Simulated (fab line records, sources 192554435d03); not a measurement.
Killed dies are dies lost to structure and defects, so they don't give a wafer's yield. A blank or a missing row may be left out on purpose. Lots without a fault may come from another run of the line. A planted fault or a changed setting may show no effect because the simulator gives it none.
Split-lot experiment | flow n5_finfet | 7 lots, 21 wafers read, on a route of 1938 steps

THE SPLIT
At N5_BEOL_M0_SAQP_EXPOSE_37 (exposes mask M0 CUT1, target cd 30 nm), the setting dose_mj was moved away from the recipe's 44.75 on 7 of the 21 wafers read, by -7.1% to +5.5%. The other wafers ran this setting at the recipe's value.

FROM THE SPLIT TO THE READING: what the file shows between them, 2 steps
- N5_BEOL_M0_SAQP_PEB_38: peb time 60 s
- N5_BEOL_M0_SAQP_DEVELOP_39: develop time 30 s

THE READING
cd_nm, in nm, at N5_BEOL_M0_SAQP_CD_MEAS_40 (target cd 30 nm). Fault-free wafers of this fab line usually give 30.02 nm, standard deviation 0.27 nm.

wafer  | tool, chamber at the split | dose_mj as run | against the recipe | cd_nm, nm | against lot-mates on the recipe
L079.1 | euv_scanner-01, 0          | 44.75          | recipe             | 30.08     | -
L079.2 | euv_scanner-01, 0          | 42.84          | -4.3%              | 28.65     | -1.43
L079.5 | euv_scanner-01, 0          | 42.84          | -4.3%              | 29.09     | -0.99
L088.2 | euv_scanner-02, 0          | 47.19          | +5.5%              | 31.19     | +0.81
L088.4 | euv_scanner-02, 0          | 44.75          | recipe             | 30.38     | -
L088.6 | euv_scanner-02, 0          | 44.75          | recipe             | 30.38     | -
L090.1 | euv_scanner-01, 0          | 42.67          | -4.6%              | 28.95     | -0.89
L090.3 | euv_scanner-01, 0          | 42.67          | -4.6%              | 28.97     | -0.87
L090.5 | euv_scanner-01, 0          | 44.75          | recipe             | 29.84     | -
L092.1 | euv_scanner-02, 0          | 44.75          | recipe             | 30.00     | -
L092.2 | euv_scanner-02, 0          | 41.57          | -7.1%              | 28.40     | -1.40
L092.3 | euv_scanner-02, 0          | 44.75          | recipe             | 29.59     | -
L094.1 | euv_scanner-02, 0          | 44.75          | recipe             | 30.25     | -
L094.4 | euv_scanner-02, 0          | 44.75          | recipe             | 29.79     | -
L094.6 | euv_scanner-02, 0          | 44.75          | recipe             | 29.74     | -
L095.1 | euv_scanner-02, 0          | 44.75          | recipe             | 30.40     | -
L095.2 | euv_scanner-02, 0          | 44.75          | recipe             | 30.38     | -
L095.6 | euv_scanner-02, 0          | 44.75          | recipe             | 30.25     | -
L096.1 | euv_scanner-02, 0          | 44.75          | recipe             | 29.92     | -
L096.3 | euv_scanner-02, 0          | 44.75          | recipe             | 30.09     | -
L096.6 | euv_scanner-02, 0          | 43.3           | -3.2%              | 29.60     | -0.41

THE FIT
A straight line over all 21 wafers: cd_nm changes by +0.234 nm for each +1% of dose_mj; r = +0.93; the points scatter about the line by 0.26 nm.
The same after taking each lot's own level away (the mean of its wafers on the recipe; 21 wafers): +0.196 nm for each +1%; r = +0.94; scatter 0.2 nm.
On that fit, the largest move of dose_mj shifts the reading by 1.4 nm.
The lots' own levels span 29.795 to 30.380 nm, that is 2.2 times the standard deviation above.
So the lot-to-lot level changes the slope: the two fits differ.
Check: with one of the wafers moved furthest among these (-7.1%) left out of the fit, the line predicts -1.44 nm for it against its lot-mates. It came out at -1.4 nm against them.

THE WHOLE CHAIN: every reading that the file lists as answering this split, in the file's order
step                       | what it does                                                | reading                                                             | change (the file's fit)               | r (the file's)
N5_BEOL_M0_SAQP_CD_MEAS_40 | target cd 30 nm                                             | cd_nm                                                               | +0.191 nm for each +1% of the setting | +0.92
N5_BEOL_M0_SAQP_DESCUM_45  | chemistry O2, time 7 s                                      | BEOL_M0_SAQP.cd_nm (the simulator's own value, which no gauge read) | +0.215 nm for each +1% of the setting | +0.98
N5_BEOL_M0_SAQP_ETCH_88    | etches underlayer in N2/H2, target depth 6.5 nm, time 5.2 s | BEOL_M0_SAQP.cd_nm (the simulator's own value, which no gauge read) | +0.205 nm for each +1% of the setting | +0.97
N5_BEOL_M0_SAQP_ETCH_73    | etches SiARC in CF4, target depth 19.5 nm, time 32.5 s      | BEOL_M0_SAQP.cd_nm (the simulator's own value, which no gauge read) | +0.229 nm for each +1% of the setting | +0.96

THE FILE'S OWN FIT
cd_nm changes by +0.191 nm for each +1% of dose_mj, r = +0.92.
